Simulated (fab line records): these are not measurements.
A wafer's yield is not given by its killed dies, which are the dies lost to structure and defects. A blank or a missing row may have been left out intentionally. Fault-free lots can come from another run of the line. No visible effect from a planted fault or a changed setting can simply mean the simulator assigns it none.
Which tool did it? :: flow n5_finfet :: Sampling: 11 lots, 32 wafers, 4 of 1938 route steps

WHAT THE GAUGES READ, wafer by wafer
N5_BEOL_M10_THK_MEAS_53: measures by xrf.
lot: L650
measured: day 10 23:06
on: film_metro-02
M10_THK (nm): 147 141 141

lot: L648
measured: day 11 11:09
on: film_metro-01
M10_THK (nm): 145 148 147

lot: L652
measured: day 11 15:58
on: film_metro-02
M10_THK (nm): 141 145 145

lot: L654
measured: day 12 03:48
on: film_metro-01
M10_THK (nm): 146 141

lot: L660
measured: day 13 11:05
on: film_metro-02
M10_THK (nm): 145 143 143

lot: L658
measured: day 13 15:14
on: film_metro-02
M10_THK (nm): 140 138 139

lot: L662
measured: day 14 06:31
on: film_metro-02
M10_THK (nm): 143 142 142

lot: L663
measured: day 14 07:12
on: film_metro-02
M10_THK (nm): 142 141 140

lot: L664
measured: day 15 00:37
on: film_metro-02
M10_THK (nm): 137 139 139

lot: L667
measured: day 15 06:58
on: film_metro-01
M10_THK (nm): 136 137 137

lot: L669
measured: day 15 19:45
on: film_metro-02
M10_THK (nm): 140 140 141

WHAT TOOL EACH LOT RAN ON (gives the tool, then ch and the chambers of the sampled wafers, and finally the start)
lot: L650
N5_BEOL_M10_STRIP_36: rie_diel-01 ch 1,2, day 10 18:59
N5_BEOL_M10_TRENCH_ETCH_37: rie_diel-01 ch 1,2, day 10 20:35 or earlier
N5_BEOL_M10_CVD_75: cvd_co-02 ch 0,1,2, day 10 20:35

lot: L648
N5_BEOL_M10_STRIP_36: rie_diel-01 ch 0,1,3, day 11 07:31
N5_BEOL_M10_TRENCH_ETCH_37: rie_diel-01 ch 0,1,3, day 11 10:11 or earlier
N5_BEOL_M10_CVD_75: cvd_co-02 ch 0,1,2, day 11 10:11

lot: L652
N5_BEOL_M10_STRIP_36: rie_diel-03 ch 1,2,3, day 11 12:53
N5_BEOL_M10_TRENCH_ETCH_37: rie_diel-03 ch 1,2,3, day 11 14:54 or earlier
N5_BEOL_M10_CVD_75: cvd_co-02 ch 0,1,2, day 11 14:54

lot: L654
N5_BEOL_M10_STRIP_36: rie_diel-03 ch 0,2, day 11 21:28
N5_BEOL_M10_TRENCH_ETCH_37: rie_diel-03 ch 0,2, day 12 00:41 or earlier
N5_BEOL_M10_CVD_75: cvd_co-01 ch 1,2, day 12 00:41

lot: L660
N5_BEOL_M10_STRIP_36: rie_diel-03 ch 1,2,3, day 13 08:50
N5_BEOL_M10_TRENCH_ETCH_37: rie_diel-03 ch 1,2,3, day 13 10:07 or earlier
N5_BEOL_M10_CVD_75: cvd_co-02 ch 1,2, day 13 10:07

lot: L658
N5_BEOL_M10_STRIP_36: rie_diel-05 ch 0,2,3, day 13 11:25
N5_BEOL_M10_TRENCH_ETCH_37: rie_diel-05 ch 0,2,3, day 13 14:12 or earlier
N5_BEOL_M10_CVD_75: cvd_co-02 ch 0,1, day 13 14:12

lot: L662
N5_BEOL_M10_STRIP_36: rie_diel-03 ch 0,1, day 14 04:12
N5_BEOL_M10_TRENCH_ETCH_37: rie_diel-03 ch 0,1, day 14 05:31 or earlier
N5_BEOL_M10_CVD_75: cvd_co-01 ch 0,1, day 14 05:31

lot: L663
N5_BEOL_M10_STRIP_36: rie_diel-01 ch 2,3, day 14 04:43
N5_BEOL_M10_TRENCH_ETCH_37: rie_diel-01 ch 2,3, day 14 06:11 or earlier
N5_BEOL_M10_CVD_75: cvd_co-01 ch 1,2, day 14 06:11

lot: L664
N5_BEOL_M10_STRIP_36: rie_diel-05 ch 0,3, day 14 21:52
N5_BEOL_M10_TRENCH_ETCH_37: rie_diel-05 ch 0,3, day 14 23:15 or earlier
N5_BEOL_M10_CVD_75: cvd_co-02 ch 0,1, day 14 23:15

lot: L667
N5_BEOL_M10_STRIP_36: rie_diel-05 ch 0,2, day 15 04:04
N5_BEOL_M10_TRENCH_ETCH_37: rie_diel-05 ch 0,2, day 15 05:35 or earlier
N5_BEOL_M10_CVD_75: cvd_co-01 ch 0,2, day 15 05:35

lot: L669
N5_BEOL_M10_STRIP_36: rie_diel-05 ch 0,2, day 15 16:01
N5_BEOL_M10_TRENCH_ETCH_37: rie_diel-05 ch 0,2, day 15 18:43 or earlier
N5_BEOL_M10_CVD_75: cvd_co-02 ch 0,2, day 15 18:43
- N5_BEOL_M10_STRIP_36: strips in N2/H2.
- N5_BEOL_M10_TRENCH_ETCH_37: etches SiCOH lowk in C4F6/O2, target depth 148.83 nm, time 48 s.
- N5_BEOL_M10_CVD_75: deposits Co from CCTBA/H2, target thk 2 nm, time 138.9 s.

THE ANSWER, worked out from the rows above alone
Rule: what is usual is taken from the lots themselves. Put in order of their means at a reading, lots are off if they are a third of the lots or fewer, leave a main group of 4 or more, and stand apart from it by a gap of 3 or more times the standard deviation of the main group's means; of several such gaps the widest counts. If all means in a main group match to the digits the tables above print for the reading, that group is not used. Also off: a lot with no number at a reading for which 4 or more lots have one. All remaining lots with rows at the step are treated as sound.
No lot is off at any reading shown: from this, nothing can be told.

WHAT HAD BEEN PUT IN BY THE SIMULATOR
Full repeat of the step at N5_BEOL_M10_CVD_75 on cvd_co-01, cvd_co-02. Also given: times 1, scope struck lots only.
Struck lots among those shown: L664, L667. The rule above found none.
